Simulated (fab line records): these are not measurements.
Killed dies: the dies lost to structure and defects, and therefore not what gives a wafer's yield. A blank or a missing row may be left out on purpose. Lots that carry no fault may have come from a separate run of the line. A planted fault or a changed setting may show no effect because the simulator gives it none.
Struck lot and sound lot, side by side :: flow n5-finfet :: 22 out of 1938 route steps
Sound: the wafers L697.1, L697.4, L697.6. The struck wafers were L687.1, L687.4, L687.5. The cause is given at the end.
Per side, at each step with rows, come the tool, then ch with its chambers, and then its first start. Under that, the readings that differ: sound wafers :: struck wafers :: difference of the means :: sigmas: that difference in standard deviations of wafers without a fault.
alike: a reading whose means differ by less than 2 such deviations, as well as words and numbers matching on both sides. not compared: withheld readings; readings where some wafer has no value; bounds like >300 that might hide an equal value; numbers whose values overlap and for which the record gives no deviation.
The two part at a step that has a row with sigmas, a row that says differs or no value, or rows on one side only. Non-overlapping numbers with no deviation appear without sigmas and do not part them. A reading that every wafer of one side lacks parts them only if that side has two wafers or more.

first, 10 steps without rows for these wafers: N5_FIN_SAQP_PRECLEAN_44 (cleans in SC2, time 45 s); N5_FIN_SAQP_SRD_01 (time 30 s); N5_FIN_SAQP_ALD_61 (deposits SiO2, target thk 4 nm, pulse time 1 s, purge time 2 s); N5_FIN_SAQP_DENSIFY_62 (time 60 s); N5_FIN_SAQP_HM_DEP_03 (deposits SiNx from SiH4/NH3/N2, target thk 38 nm, time 33.6 s); N5_FIN_SAQP_PECVD_47 (deposits a-Si from SiH4/He, target thk 45 nm, time 36.3 s); N5_FIN_SAQP_PECVD_48 (deposits SiNx from SiH4/NH3/N2, target thk 25 nm, time 22.1 s); N5_FIN_SAQP_PECVD_06 (deposits a-Si from SiH4/He, target thk 60 nm, time 48.1 s); N5_FIN_SAQP_HM_DEP_72 (deposits SiO2 from SiH4/N2O, target thk 12 nm, time 7.2 s); N5_FIN_SAQP_COAT_49 (time 60 s, resist thk 100 nm).
N5_FIN_SAQP_COAT_50: time 60 s, resist thk 35 nm.
  sound on litho-track-02 ch 0, day 5 22:31; struck on litho-track-01 ch 0, day 3 09:19
reading: spin-speed-rpm (rpm)
sound: 1499.9 1500.1 1500.4
struck: 1455.3 1452.5 1454.9
difference: -45.9
sigmas: -53

reading: model.SiARC_of_FIN_SAQP_COAT_50.thk-nm (nm)
sound: 35.07 34.99 35.03
struck: 35.52 35.39 35.57
difference: +0.46
sigmas: 
then, 7 steps without rows for these wafers: N5_FIN_SAQP_COAT_10 (resist thk 90 nm); N5_FIN_SAQP_EBR_12; N5_FIN_SAQP_SOFTBAKE_11 (time 60 s); N5_FIN_SAQP_EXPOSE_13 (exposes mask FIN CORE, target cd 35.6 nm); N5_FIN_SAQP_PEB_14 (peb time 60 s); N5_FIN_SAQP_DEVELOP_15 (develop time 30 s); N5_FIN_SAQP_DESCUM_21 (chemistry O2, time 7.9 s).
N5_FIN_SAQP_ETCH_51: etches SiARC in CF4, target depth 45.5 nm, time 75.8 s.
  sound on rie-diel-05 ch 1,2, day 5 23:52; struck on rie-diel-06 ch 2,3, day 3 10:06
reading: model.etch.depth-nm (nm)
sound: 35.07 34.99 35.03
struck: 35.52 35.39 35.57
difference: +0.46
sigmas: 

reading: model.CAR-ArF_of_FIN_SAQP_COAT_10.thk-nm (nm)
sound: 50.7 50.51 50.29
struck: 51.05 51.01 51.07
difference: +0.54
sigmas: 
  alike: drypump-motor-current-A, etch-rf-on-time-s, oes-product-au, rf-vpp-V, showerhead-plenum-p-Torr, throttle-valve-pct
  not compared: rf-hours-counter-h
N5_FIN_SAQP_ETCH_52: etches SOC in N2/H2, target depth 100 nm, overetch 20 nm, time 150 s.
  sound on rie-diel-05 ch 1,2, day 5 23:55; struck on rie-diel-06 ch 2,3, day 3 10:10
reading: model.SiARC_of_FIN_SAQP_COAT_50.thk-nm (nm)
sound: 29.25 29.17 29.14
struck: 29.77 29.8 29.85
difference: +0.62
sigmas: 
  alike: drypump-motor-current-A, oes-product-au, rf-vpp-V, showerhead-plenum-p-Torr, temp-c, throttle-valve-pct
  not compared: rf-hours-counter-h
then, 1 step without rows for these wafers: N5_FIN_SAQP_STRIP_53 (strips in N2/H2).
-- record jumps: 6 days separate the struck wafers' starts on either side; left off in module FIN_SAQP, taken up again in module BEOL_M4, whose first shown step is the route's number 1111 --
N5_BEOL_M4_RC_MEAS_101:
  sound on prober-01 ch 0, day 12 08:23; struck on prober-01 ch 0, day 9 06:11
  alike: DIBL_N, DIBL_P, IOFF_N, IOFF_P, ION_N, ION_P, SS_N, SS_P, VT_N, VT_P

WHERE THEY PART
N5_FIN_SAQP_COAT_50 only, going by this record. Later steps at which nothing parts them and some readings are alike: N5_FIN_SAQP_ETCH_51, N5_FIN_SAQP_ETCH_52, N5_BEOL_M4_RC_MEAS_101.

WHY: whatever the simulator had introduced
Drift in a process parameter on litho-track-01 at N5_FIN_SAQP_COAT_50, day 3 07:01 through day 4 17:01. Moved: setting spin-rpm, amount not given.
